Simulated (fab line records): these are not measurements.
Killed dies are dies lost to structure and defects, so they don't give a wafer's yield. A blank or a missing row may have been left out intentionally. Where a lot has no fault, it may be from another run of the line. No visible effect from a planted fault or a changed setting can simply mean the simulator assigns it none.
fab line records	flow nand_harc
record lots=5	wafers=15	last_day=33
route steps=1302 shown P_CONTACT@251 P_M0@253 END@1302
lots that met no fault: taken from a fault-free run of the same line
start_h: start of the lot's first displayed wafer, in hours after the record's first day	wait_h: how many hours have passed since the lot's step before this one	" repeats the value in the row above	L1.1+2: a single row standing in for several wafers	- no value, or no start was given	* or withheld: withheld	< > ~ a bound
route shown NAME@n: NAME is a module with steps in the file, n the number in the route of the first one	usual: the fault-free wafers' mean and standard deviation	same: alike in all rows	chamber/n: place in a boat	sites: the reading at each site	_std_site: their standard deviation	_edge_site: mean of outer sites minus mean of inner sites	radius_mm: for every site, how far away it sits from the centre of the wafer	mask NAME#n: copy n	behind: the most recent tool/chamber to have shaped the wafer	hold: reason for holding the lot/hours on hold/outcome of the hold	device: transistor that didn't switch, given as n, p or np	end of line: the same wafers' tests at the end of the route	step lacking rows: just its recipe	killed: count of dies lost to structure and defects at first sort (not the wafer's yield)	map: a wafer's dies, marking killed ones x, the rest . and places with no die _
set.NAME: setting as actually run; set.NAME@STEP: the setting as run at that earlier step	model.NAME: the simulator's own value behind a step, which no gauge read
lots at selected steps of the route; one table per step, one row per wafer
services: from which hour (start_h, from the record's first day; less than 0 if before it) a tool's chamber was out of use, for how many hours, and why
## steps
# step NHARC_P_CONTACT_SRD_26
# step NHARC_P_CONTACT_INSPECT_27
# usual raw_defect_count=271/120
lot.wafer	tool	chamber	start_h	wait_h	raw_defect_count
L128.1	defect_inspect-01	-	140.01	0.1	194
L128.3	"	-	"	"	200
L128.6	"	-	"	"	219
L130.3	defect_inspect-01	-	159.74	0.1	151
L130.4	"	-	"	"	179
L130.6	"	-	"	"	218
L132.2	defect_inspect-02	-	178.91	0.1	544
L132.4	"	-	"	"	445
L132.6	"	-	"	"	294
L146.1	defect_inspect-02	-	317.19	0.1	206
L146.3	"	-	"	"	169
L146.6	"	-	"	"	234
L149.3	defect_inspect-01	-	353.22	0.1	336
L149.4	"	-	"	"	311
L149.5	"	-	"	"	181
# step NHARC_P_M0_DEP_00
# recipe target_thk_a=1500	target_thk_nm=150	temp_c=withheld	pressure_torr=5	flow_sccm=200	rf_w=600	material=SiOC
# step NHARC_P_M0_DEHYDRATE_01
# recipe temp_c=150	time_s=120
# step NHARC_P_M0_HMDS_02
# recipe time_s=30
# step NHARC_P_M0_COAT_33
# recipe temp_c=200	time_s=65
# step NHARC_P_M0_COAT_03
# recipe spin_rpm=1500	resist_thk_nm=90
# step NHARC_P_M0_SOFTBAKE_04
# recipe temp_c=105	time_s=55
# step NHARC_P_M0_EBR_05
# step NHARC_P_M0_EXPOSE_06
# recipe na=1.35	target_cd_nm=90	dose_mj=81.28	mask_id=P_M0
# step NHARC_P_M0_PEB_07
# recipe peb_temp_c=100	peb_time_s=65
# step NHARC_P_M0_DEVELOP_08
# recipe develop_time_s=35	dev_temp_c=23
lot.wafer	tool	chamber	start_h	wait_h
L128.1+3+6	litho_track-04	0	140	-
L130.3+4+6	litho_track-04	0	160	-
L132.2+4+6	litho_track-04	0	179	-
L146.1+3+6	litho_track-04	0	318	-
L149.3+4+5	litho_track-01	0	353	-
# step NHARC_P_M0_CD_MEAS_09
# recipe target_cd_nm=90	landing_energy_ev=500
# usual cd_nm=89.9/0.69
# same landing_energy_ev=500
lot.wafer	tool	chamber	start_h	wait_h	cd_nm
L128.1	cd_sem-01	0	140.91	-	89.1
L128.3	"	0	"	"	89.8
L128.6	"	0	"	"	90.6
L130.3	cd_sem-01	0	160.64	-	89.4
L130.4	"	0	"	"	90.5
L130.6	"	0	"	"	90.2
L132.2	cd_sem-01	0	179.69	-	90.7
L132.4	"	0	"	"	89.8
L132.6	"	0	"	"	91.1
L146.1	cd_sem-03	0	318.09	-	89.6
L146.3	"	0	"	"	92.4
L146.6	"	0	"	"	89.4
L149.3	cd_sem-02	0	353.99	-	89.1
L149.4	"	0	"	"	89.0
L149.5	"	0	"	"	89.3
# step NHARC_P_M0_OVL_MEAS_10
# recipe pitch_nm=180
# usual overlay_x_nm=0.3/0.92	overlay_y_nm=0.0/0.73
lot.wafer	tool	chamber	start_h	wait_h	overlay_x_nm	overlay_y_nm
L128.1	overlay-01	-	141.00	-	0.9	0.7
L128.3	"	-	"	"	1.0	1.1
L128.6	"	-	"	"	0.6	0.2
L130.3	overlay-01	-	160.72	-	1.4	-1.8
L130.4	"	-	"	"	2.1	-0.9
L130.6	"	-	"	"	1.5	-1.0
L132.2	overlay-02	-	179.78	-	1.5	0.2
L132.4	"	-	"	"	0.9	0.0
L132.6	"	-	"	"	0.8	0.4
L146.1	overlay-01	-	318.18	-	0.7	0.4
L146.3	"	-	"	"	0.4	-0.1
L146.6	"	-	"	"	1.0	0.0
L149.3	overlay-01	-	354.08	-	-0.6	-0.4
L149.4	"	-	"	"	-1.4	-0.3
L149.5	"	-	"	"	-0.5	-0.1
# step NHARC_P_M0_INSPECT_11
# usual raw_defect_count=4.2/3
lot.wafer	tool	chamber	start_h	wait_h	raw_defect_count
L128.1	defect_inspect-01	-	141.04	0.0	4
L128.3	"	-	"	"	3
L128.6	"	-	"	"	3
L130.3	defect_inspect-02	-	160.76	0.0	4
L130.4	"	-	"	"	4
L130.6	"	-	"	"	4
L132.2	defect_inspect-02	-	179.81	0.0	4
L132.4	"	-	"	"	4
L132.6	"	-	"	"	2
L146.1	defect_inspect-02	-	318.22	0.0	3
L146.3	"	-	"	"	5
L146.6	"	-	"	"	1
L149.3	defect_inspect-01	-	354.11	0.0	2
L149.4	"	-	"	"	4
L149.5	"	-	"	"	4
# step NHARC_P_M0_DESCUM_14
# recipe time_s=3	o2_flow_sccm=200	ar_flow_sccm=0	bias_power_w=0	chemistry=O2
# usual drypump_motor_current_A=5.7/0.44	oes_product_au=0.999/0.0084	rf_vpp_V=57.8/0.89	showerhead_plenum_p_Torr=1.90/0.083	throttle_valve_pct=11.310/0.0093
lot.wafer	tool	chamber	start_h	wait_h	drypump_motor_current_A	oes_product_au	rf_hours_counter_h	rf_vpp_V	showerhead_plenum_p_Torr	throttle_valve_pct	model.P_M0.cd_nm
L128.1	rie_diel-03	3	141.11	0.1	5.6	1.003	10	57.4	1.94	11.332	90.18
L128.3	"	0	"	"	5.5	1.024	8	57.0	2.05	11.295	89.51
L128.6	"	2	"	"	5.7	0.993	-	57.4	1.79	11.315	90.76
L130.3	rie_diel-10	3	160.83	0.1	5.5	1.009	33	57.1	1.79	11.308	89.65
L130.4	"	0	"	"	5.2	0.992	34	59.4	1.89	11.311	91.83
L130.6	"	3	"	"	5.5	1.001	-	57.7	1.79	11.316	89.76
L132.4	rie_diel-10	1	179.87	0.1	6.0	0.991	35	57.5	1.82	11.322	90.41
L132.2	"	0	"	"	5.3	1.006	42	56.2	1.89	11.317	91.57
L132.6	"	1	"	"	6.0	0.998	-	57.3	1.82	11.319	91.52
L146.1	rie_diel-02	0	318.30	0.1	5.8	1.009	12	58.3	1.80	11.291	89.29
L146.3	"	1	"	"	6.2	0.982	14	58.4	2.02	11.331	92.8
L146.6	"	2	"	"	5.1	1.010	-	56.5	1.91	11.324	88.74
L149.4	rie_diel-02	3	354.17	0.1	6.1	1.005	20	59.1	1.86	11.313	88.76
L149.3	"	0	"	"	5.8	1.003	17	56.2	1.80	11.311	89.14
L149.5	"	3	"	"	6.1	1.000	-	58.0	1.86	11.296	89.05
# step NHARC_P_M0_ETCH_34
# recipe target_depth_a=400	overetch_a=120	time_s=43.94	ion_energy_ev=200	n2_flow_sccm=150	h2_flow_sccm=150	ar_flow_sccm=0	rf_w=400	bias_w=150	chemistry=N2/H2
# usual drypump_motor_current_A=5.7/0.44	oes_product_au=0.998/0.0081	rf_vpp_V=429.9/2.7	showerhead_plenum_p_Torr=2.02/0.093	throttle_valve_pct=14.172/0.01
lot.wafer	tool	chamber	start_h	wait_h	drypump_motor_current_A	oes_product_au	rf_hours_counter_h	rf_vpp_V	showerhead_plenum_p_Torr	throttle_valve_pct
L128.1	rie_diel-03	0	141.19	0.1	5.6	1.012	8	434.8	2.19	14.170
L128.3	"	1	"	"	6.3	0.988	10	427.9	1.93	14.187
L128.6	"	1	"	"	6.3	0.994	-	428.5	1.93	14.182
L130.4	rie_diel-10	3	160.95	0.1	5.5	0.992	33	428.4	1.90	14.173
L130.3	"	1	"	"	6.0	0.989	28	427.0	1.94	14.186
L130.6	"	3	"	"	5.5	1.008	-	426.8	1.90	14.178
L132.4	rie_diel-10	1	179.96	0.1	6.0	1.010	35	426.5	1.93	14.176
L132.2	"	2	"	"	5.1	0.997	33	431.4	2.07	14.158
L132.6	"	1	"	"	6.0	1.019	-	427.9	1.93	14.161
L146.3	rie_diel-02	0	318.36	0.1	5.8	1.019	12	427.8	1.92	14.165
L146.1	"	3	"	"	6.1	0.996	16	428.1	1.99	14.172
L146.6	"	1	"	"	6.2	0.992	-	433.9	2.16	14.180
L149.3	rie_diel-02	3	354.26	0.1	6.1	1.005	20	428.8	1.98	14.176
L149.4	"	2	"	"	5.1	0.994	19	429.9	2.04	14.165
L149.5	"	0	"	"	5.8	1.011	-	427.4	1.92	14.170
# step NHARC_P_M0_ETCH_15
# recipe target_depth_a=1500	overetch_a=150	time_s=82.5	c4f8_flow_sccm=withheld	ar_flow_sccm=400	rf_w=600	bias_w=300	chemistry=C4F8/Ar
# usual oes_product_au=0.954/0.022	rf_vpp_V=440.1/2.6
lot.wafer	tool	chamber	start_h	wait_h	oes_product_au	rf_hours_counter_h	rf_vpp_V	model.P_M0.cd_nm
L128.1	rie_diel-03	1	-	-	0.943	10	438.2	90.68
L128.3	"	2	"	"	0.939	11	437.5	89.12
L128.6	"	3	"	"	0.936	-	441.7	90.41
L130.4	rie_diel-10	3	-	-	0.949	34	437.4	91.78
L130.3	"	0	"	"	0.938	34	440.7	89.1
L130.6	"	3	"	"	0.928	-	436.6	89.97
L132.2	rie_diel-10	3	-	-	0.934	41	437.4	91.89
L132.4	"	1	"	"	0.925	36	436.5	89.98
L132.6	"	0	"	"	0.919	-	441.0	91.02
L146.1	rie_diel-02	1	-	-	0.975	14	445.2	89.38
L146.3	"	2	"	"	0.965	15	440.6	92.77
L146.6	"	0	"	"	0.997	-	435.9	88.14
L149.4	rie_diel-02	2	-	-	0.965	19	441.2	88.18
L149.3	"	0	"	"	0.953	17	437.6	89.28
L149.5	"	1	"	"	0.957	-	444.1	89.29
# step NHARC_P_M0_CD_MEAS_16
# usual cd_nm=89.9/0.97
lot.wafer	tool	chamber	start_h	wait_h	cd_nm
L128.1	cd_sem-02	-	141.44	-	90.7
L128.3	"	-	"	"	89.2
L128.6	"	-	"	"	90.7
L130.3	cd_sem-03	-	161.42	-	88.9
L130.4	"	-	"	"	91.9
L130.6	"	-	"	"	89.9
L132.2	cd_sem-02	-	180.22	-	92.1
L132.4	"	-	"	"	90.0
L132.6	"	-	"	"	90.9
L146.1	cd_sem-03	-	318.58	-	89.6
L146.3	"	-	"	"	92.8
L146.6	"	-	"	"	87.9
L149.3	cd_sem-03	-	354.48	-	89.2
L149.4	"	-	"	"	88.2
L149.5	"	-	"	"	89.3
# step NHARC_P_M0_STRIP_18
# recipe power_w=1000	n2_flow_sccm=150	h2_flow_sccm=150	ar_flow_sccm=0	bias_w=0	chemistry=N2/H2
# usual drypump_motor_current_A=5.7/0.43	oes_product_au=0.999/0.0089	rf_vpp_V=90.4/0.96	showerhead_plenum_p_Torr=2.01/0.094	throttle_valve_pct=14.172/0.0094
lot.wafer	tool	chamber	start_h	wait_h	drypump_motor_current_A	oes_product_au	rf_hours_counter_h	rf_vpp_V	showerhead_plenum_p_Torr	throttle_valve_pct
L128.1	rie_diel-10	2	141.58	0.1	5.1	0.993	23	90.4	2.07	14.167
L128.3	"	3	"	"	5.5	1.003	29	88.7	1.90	14.170
L128.6	"	1	"	"	6.0	0.999	-	88.7	1.94	14.181
L130.4	rie_diel-02	1	161.51	0.1	6.2	0.998	23	91.8	2.17	14.179
L130.3	"	2	"	"	5.1	1.000	23	89.9	2.05	14.186
L130.6	"	0	"	"	5.8	1.010	-	93.0	1.93	14.158
L132.2	rie_diel-10	2	180.34	0.1	5.1	0.989	33	90.4	2.07	14.177
L132.4	"	3	"	"	5.5	0.994	41	88.6	1.90	14.156
L132.6	"	1	"	"	6.0	1.005	-	91.6	1.93	14.169
L146.3	rie_diel-10	1	318.70	0.1	6.0	0.998	20	89.7	1.92	14.175
L146.1	"	2	"	"	5.1	0.999	24	90.9	2.05	14.173
L146.6	"	3	"	"	5.5	1.009	-	90.1	1.88	14.157
L149.3	rie_diel-02	1	354.55	0.1	6.3	0.993	18	91.1	2.16	14.175
L149.4	"	3	"	"	6.1	1.004	20	89.5	1.98	14.158
L149.5	"	1	"	"	6.3	0.995	-	91.4	2.16	14.170
# step NHARC_END_SORT_01
# recipe temp_c=25
# usual defect_limited_yield=90.6/2.3	killed_at_array=59/16	killed_at_other=0.8/1.1	killed_at_periphery=3.6/2.4	killed_dies=64/16	killed_open=3.4/1.8	killed_short=2.5/1.6
# same gross_dies=677
lot.wafer	tool	chamber	start_h	wait_h	defect_limited_yield[%]	killed_at_array	killed_at_other	killed_at_periphery	killed_dies	killed_open	killed_short
L128.1	prober-02	0	580.72	2.5	90.5	60	0	4	64	2	2
L128.3	prober-02	0	582.33	3.1	88.9	73	0	2	75	1	6
L128.6	prober-02	0	584.75	4.0	91.0	58	0	3	61	2	4
L130.3	prober-01	0	596.21	3.1	92.8	44	1	4	49	2	3
L130.4	prober-01	0	597.00	3.4	92.2	46	4	3	53	3	3
L130.6	prober-01	0	598.59	4.0	92.0	52	0	2	54	5	1
L132.2	prober-01	0	614.36	2.8	88.5	75	0	3	78	4	0
L132.4	prober-01	0	615.96	3.4	89.2	70	0	3	73	3	0
L132.6	prober-01	0	617.56	4.0	89.4	71	0	1	72	3	1
L146.1	prober-01	0	763.49	2.5	88.8	73	0	3	76	3	2
L146.3	prober-01	0	765.06	3.1	88.0	80	0	1	81	3	4
L146.6	prober-01	0	767.43	3.9	89.5	71	0	0	71	3	3
L149.3	prober-01	0	790.64	3.1	95.4	29	0	2	31	4	2
L149.4	prober-01	0	791.45	3.4	95.3	31	0	1	32	4	3
L149.5	prober-01	0	792.27	3.8	95.6	26	0	4	30	2	4
# killed by level:class
L128.1 A_CHANNEL_HOLE_D1:chamber_film_flake=26 A_SLIT:chamber_film_flake=21 A_CHANNEL_HOLE_D2:chamber_film_flake=4 A_WL_FILL:chamber_film_flake=3 A_ZERO_WELL:chamber_film_flake=2 A_STAIRCASE:chamber_film_flake=2 P_CONTACT:geometric_particle:open=1 P_M0:geometric_particle:short=1
L128.3 A_CHANNEL_HOLE_D1:chamber_film_flake=25 A_CHANNEL_HOLE_D2:chamber_film_flake=14 A_SLIT:chamber_film_flake=14 A_CONTACT:chamber_film_flake=7 A_WL_FILL:chamber_film_flake=3 A_WL_FILL:geometric_particle:short=2 A_ZERO_WELL:chamber_film_flake=2 A_STAIRCASE:chamber_film_flake=2
L128.6 A_CHANNEL_HOLE_D1:chamber_film_flake=22 A_SLIT:chamber_film_flake=22 A_CHANNEL_HOLE_D2:chamber_film_flake=5 A_ONON_D1:geometric_particle:short=2 P_GATE:chamber_film_flake=2 A_CONTACT:chamber_film_flake=2 P_M0:geometric_particle:open=1 A_SGD_CUT:geometric_particle:short=1
L130.3 A_CHANNEL_HOLE_D2:chamber_film_flake=31 A_CHANNEL_HOLE_D1:chamber_film_flake=4 A_CONTACT:chamber_film_flake=4 P_GATE:chamber_film_flake=2 P_CONTACT:geometric_particle:open=1 A_CHANNEL_FILL_D1:geometric_particle:short=1 A_CHANNEL_FILL_D2:geometric_particle:short=1 A_WL_FILL:geometric_particle:short=1
L130.4 A_CHANNEL_HOLE_D2:chamber_film_flake=28 A_CHANNEL_HOLE_D1:chamber_film_flake=5 THIN_TSV:chamber_film_flake=4 P_GATE:chamber_film_flake=3 A_WL_FILL:geometric_particle:short=2 A_STAIRCASE:chamber_film_flake=2 A_CONTACT:chamber_film_flake=2 A_ONON_D2:geometric_particle:open=1
L130.6 A_CHANNEL_HOLE_D2:chamber_film_flake=36 A_CHANNEL_HOLE_D1:chamber_film_flake=5 A_STAIRCASE:chamber_film_flake=3 A_WL_FILL:geometric_particle:open=2 A_CONTACT:chamber_film_flake=2 P_GATE:geometric_particle:open=1 A_CHANNEL_FILL_D1:geometric_particle:short=1 A_CHANNEL_FILL_D2:geometric_particle:open=1
L132.2 A_CHANNEL_HOLE_D2:chamber_film_flake=36 A_SLIT:chamber_film_flake=28 A_STAIRCASE:chamber_film_flake=4 A_CONTACT:chamber_film_flake=2 A_CHANNEL_FILL_D1:geometric_particle:open=1 A_CHANNEL_FILL_D2:geometric_particle:open=1 A_WL_FILL:geometric_particle:open=1 A_M0:geometric_particle:open=1
L132.4 A_CHANNEL_HOLE_D2:chamber_film_flake=36 A_SLIT:chamber_film_flake=24 A_CONTACT:chamber_film_flake=4 A_STAIRCASE:chamber_film_flake=2 P_CONTACT:geometric_particle:open=1 P_M0:geometric_particle:open=1 A_BLC:geometric_particle:open=1 P_GATE:chamber_film_flake=1
L132.6 A_CHANNEL_HOLE_D2:chamber_film_flake=33 A_SLIT:chamber_film_flake=24 A_CHANNEL_HOLE_D1:chamber_film_flake=4 A_CONTACT:chamber_film_flake=4 A_ONON_D1:geometric_particle:open=1 A_CHANNEL_HOLE_D2:geometric_particle:short=1 A_WL_FILL:geometric_particle:open=1 A_M1:geometric_particle:open=1
L146.1 A_CHANNEL_HOLE_D2:chamber_film_flake=27 A_CHANNEL_HOLE_D1:chamber_film_flake=20 A_STAIRCASE:chamber_film_flake=9 A_SLIT:chamber_film_flake=7 A_CONTACT:chamber_film_flake=6 A_DECK1_JOINT:geometric_particle:open=2 P_M0:geometric_particle:open=1 P_M2:geometric_particle:short=1
L146.3 A_CHANNEL_HOLE_D2:chamber_film_flake=28 A_CHANNEL_HOLE_D1:chamber_film_flake=20 A_SLIT:chamber_film_flake=8 A_STAIRCASE:chamber_film_flake=6 A_WL_FILL:chamber_film_flake=5 A_CONTACT:chamber_film_flake=4 A_M1:geometric_particle:open=2 A_ONON_D1:geometric_particle:short=1
L146.6 A_CHANNEL_HOLE_D2:chamber_film_flake=25 A_CHANNEL_HOLE_D1:chamber_film_flake=14 A_STAIRCASE:chamber_film_flake=9 A_CONTACT:chamber_film_flake=8 A_WL_FILL:chamber_film_flake=5 A_SLIT:chamber_film_flake=2 A_CHANNEL_HOLE_D1:geometric_particle:short=1 A_CHANNEL_FILL_D2:geometric_particle:short=1
L149.3 A_SLIT:chamber_film_flake=10 A_CONTACT:chamber_film_flake=5 A_CHANNEL_HOLE_D1:chamber_film_flake=3 A_ONON_D2:geometric_particle:open=2 A_ZERO_WELL:chamber_film_flake=2 A_CHANNEL_HOLE_D2:chamber_film_flake=2 A_M1:chamber_film_flake=2 P_GATE:geometric_particle:open=1
L149.4 A_SLIT:chamber_film_flake=8 A_CHANNEL_HOLE_D1:chamber_film_flake=6 A_CONTACT:chamber_film_flake=5 A_WL_FILL:geometric_particle:short=2 A_WL_FILL:chamber_film_flake=2 A_M1:chamber_film_flake=2 A_ONON_D1:geometric_particle:short=1 A_CHANNEL_HOLE_D1:geometric_particle:open=1
L149.5 A_SLIT:chamber_film_flake=7 A_CHANNEL_HOLE_D1:chamber_film_flake=6 A_CONTACT:chamber_film_flake=5 P_ZERO_WELL:chamber_film_flake=2 P_M0:geometric_particle:open=1 A_SOURCE_PLATE:geometric_particle:open=1 A_SOURCE_PLATE:geometric_particle:short=1 A_ONON_D1:geometric_particle:short=1
## services
tool	chamber	start_h	hours	kind
rie_diel-10	0	123.88	-	clean
rie_diel-10	1	123.88	-	clean
rie_diel-10	2	123.88	-	clean
rie_diel-10	3	123.88	-	clean
rie_diel-10	0	148.38	-	clean
rie_diel-10	1	148.38	-	clean
rie_diel-10	2	148.38	-	clean
rie_diel-10	3	148.38	-	clean
litho_track-01	-	155.00	7.0	pm
rie_diel-10	0	174.72	-	clean
rie_diel-10	1	174.72	-	clean
rie_diel-10	2	174.72	-	clean
litho_track-04	-	203.00	7.0	pm
rie_diel-02	-	216.71	9.0	pm
rie_diel-03	3	230.62	6.5	repair
rie_diel-03	2	236.58	5.8	repair
rie_diel-02	0	242.31	7.8	repair
rie_diel-10	-	242.88	9.0	pm
rie_diel-03	2	253.63	11.1	repair
rie_diel-02	0	258.58	3.3	repair
rie_diel-03	-	281.33	9.0	pm
rie_diel-02	0	292.32	6.6	repair
litho_track-01	-	330.00	7.0	pm
rie_diel-03	3	353.14	5.0	repair
## key
first_sign step=NHARC_P_M0_CD_MEAS_09	reading=cd_nm	direction=up	sigmas=3.5	usual=89.9	struck=92.4
effect step=NHARC_P_M0_CD_MEAS_16	reading=cd_nm	direction=up	sigmas=3	usual=89.9	struck=92.8
model_effect step=NHARC_P_M0_DESCUM_14	value=P_M0.cd_nm	without=90.81	struck=92.8
model_effect step=NHARC_P_M0_ETCH_15	value=P_M0.cd_nm	without=90.78	struck=92.77
met_at NHARC_P_M0_DEVELOP_08
struck_wafers L146.3
onset_between 179 318
fault kind=process_parameter_drift	tool=litho_track-04	chamber=-	onset_h=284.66	steps=NHARC_P_M0_DEVELOP_08	channel=develop_time_s	offset=*	shape=step	end_h=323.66	scope=struck_wafers_only	acts_in=*	stated=*
